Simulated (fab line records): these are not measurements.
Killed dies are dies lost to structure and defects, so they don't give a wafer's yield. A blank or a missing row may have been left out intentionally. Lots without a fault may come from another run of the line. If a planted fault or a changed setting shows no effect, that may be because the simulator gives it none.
Matching of chambers | flow n5-finfet | N5_BEOL_M4_ETCH_64 on rie-diel-04 has 4 sister chambers
The step etches SOC in N2/H2, target depth 75 nm, overetch 22.5 nm, time 121.9 s. 8 wafers are shown with their chamber, then 11 later ones without.

## WAFERS, EACH WITH ITS CHAMBER
wafer  | chamber | throttle-valve-pct (%) | showerhead-plenum-p-Torr (Torr)
L079.1 | 1       | 17.52                  | 2.60
L079.5 | 1       | 17.52                  | 2.60
L082.3 | 2       | 17.79                  | 2.67
L082.4 | 2       | 17.82                  | 2.67
L084.3 | 0       | 18.12                  | 2.70
L084.4 | 3       | 17.11                  | 2.72
L084.6 | 0       | 18.14                  | 2.71
L085.1 | 3       | 17.15                  | 2.72

## WAFERS WITHOUT THEIR CHAMBER
wafer  | throttle-valve-pct (%) | showerhead-plenum-p-Torr (Torr)
L085.3 | 17.84                  | 2.67
L085.5 | 17.82                  | 2.67
L088.1 | 17.54                  | 2.59
L088.4 | 18.14                  | 2.70
L088.5 | 17.56                  | 2.59
L092.1 | 17.55                  | 2.59
L092.2 | 17.83                  | 2.66
L092.5 | 17.85                  | 2.66
L094.2 | 18.16                  | 2.70
L094.3 | 17.84                  | 2.66
L094.6 | 18.15                  | 2.70

## WHICH CHAMBER EACH ONE RAN IN
wafer  | from the rows above | in truth
L085.3 | 2                   | 2
L085.5 | 2                   | 2
L088.1 | 1                   | 1
L088.4 | 0                   | 0
L088.5 | 1                   | 1
L092.1 | 1                   | 1
L092.2 | 2                   | 2
L092.5 | 2                   | 2
L094.2 | 0                   | 0
L094.3 | 2                   | 2
L094.6 | 0                   | 0
11 of 11 placed correctly. Can't be placed from these rows: 0. Placed wrongly: 0.
How it was worked out, from the rows above alone: a wafer's distance from a chamber is the root of the sum, over the readings, of the square of ((its reading less the chamber's mean) divided by the reading's scatter). The wafer belongs to the nearest chamber; if the next one is less than 2 further off, it can't be placed. The mean given for a chamber averages the wafers shown for that chamber. The scatter is the square root of a quotient: the sum, over the shown wafers, of each reading's squared deviation from its chamber's mean, divided by wafers minus chambers.
